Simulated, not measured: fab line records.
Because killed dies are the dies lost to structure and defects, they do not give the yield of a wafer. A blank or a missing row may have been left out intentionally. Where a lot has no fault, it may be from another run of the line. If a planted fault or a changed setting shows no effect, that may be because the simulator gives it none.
Chamber matching / flow nand_harc / NHARC_A_BLC_DESCUM_15 on rie_diel-04: 4 sister chambers
The step chemistry O2, time 3 s. 8 wafers are shown with their chamber, then 11 later ones without.

WAFERS PAIRED WITH THEIR CHAMBERS
wafer=L078.6; chamber=1; drypump_motor_current_A (A)=5.6; showerhead_plenum_p_Torr (Torr)=1.81
wafer=L082.5; chamber=3; drypump_motor_current_A (A)=6.6; showerhead_plenum_p_Torr (Torr)=1.82
wafer=L084.2; chamber=3; drypump_motor_current_A (A)=6.7; showerhead_plenum_p_Torr (Torr)=1.82
wafer=L084.4; chamber=0; drypump_motor_current_A (A)=5.9; showerhead_plenum_p_Torr (Torr)=1.83
wafer=L090.1; chamber=0; drypump_motor_current_A (A)=5.9; showerhead_plenum_p_Torr (Torr)=1.83
wafer=L090.4; chamber=1; drypump_motor_current_A (A)=5.6; showerhead_plenum_p_Torr (Torr)=1.81
wafer=L090.5; chamber=2; drypump_motor_current_A (A)=5.4; showerhead_plenum_p_Torr (Torr)=1.96
wafer=L088.1; chamber=2; drypump_motor_current_A (A)=5.4; showerhead_plenum_p_Torr (Torr)=1.95

WAFERS MISSING THEIR CHAMBER
wafer=L088.3; drypump_motor_current_A (A)=5.6; showerhead_plenum_p_Torr (Torr)=1.81
wafer=L088.6; drypump_motor_current_A (A)=5.9; showerhead_plenum_p_Torr (Torr)=1.83
wafer=L092.1; drypump_motor_current_A (A)=6.6; showerhead_plenum_p_Torr (Torr)=1.81
wafer=L092.2; drypump_motor_current_A (A)=5.4; showerhead_plenum_p_Torr (Torr)=1.95
wafer=L092.5; drypump_motor_current_A (A)=5.9; showerhead_plenum_p_Torr (Torr)=1.83
wafer=L096.1; drypump_motor_current_A (A)=5.9; showerhead_plenum_p_Torr (Torr)=1.83
wafer=L096.2; drypump_motor_current_A (A)=5.6; showerhead_plenum_p_Torr (Torr)=1.81
wafer=L096.6; drypump_motor_current_A (A)=5.6; showerhead_plenum_p_Torr (Torr)=1.81
wafer=L094.1; drypump_motor_current_A (A)=5.4; showerhead_plenum_p_Torr (Torr)=1.95
wafer=L094.2; drypump_motor_current_A (A)=5.9; showerhead_plenum_p_Torr (Torr)=1.83
wafer=L094.4; drypump_motor_current_A (A)=6.6; showerhead_plenum_p_Torr (Torr)=1.81

THE CHAMBER EACH PASSED THROUGH
wafer=L088.3; from the rows above=1; in truth=1
wafer=L088.6; from the rows above=0; in truth=0
wafer=L092.1; from the rows above=3; in truth=3
wafer=L092.2; from the rows above=2; in truth=2
wafer=L092.5; from the rows above=0; in truth=0
wafer=L096.1; from the rows above=0; in truth=0
wafer=L096.2; from the rows above=1; in truth=1
wafer=L096.6; from the rows above=1; in truth=1
wafer=L094.1; from the rows above=2; in truth=2
wafer=L094.2; from the rows above=0; in truth=0
wafer=L094.4; from the rows above=3; in truth=3
Placed correctly: 11 of 11. Not placeable from these rows: 0. Placed wrongly: 0.
How it was worked out, from the rows above alone: a wafer's distance from a chamber is the root of the sum, over the readings, of the square of ((its reading less the chamber's mean) divided by the reading's scatter). The wafer belongs to the nearest chamber; if the next one is less than 2 further off, it can't be placed. A chamber's mean is the mean of its shown wafers. The scatter: take each reading less its chamber's mean, square it, sum over the shown wafers, divide by the number of wafers less the number of chambers, and take the root.
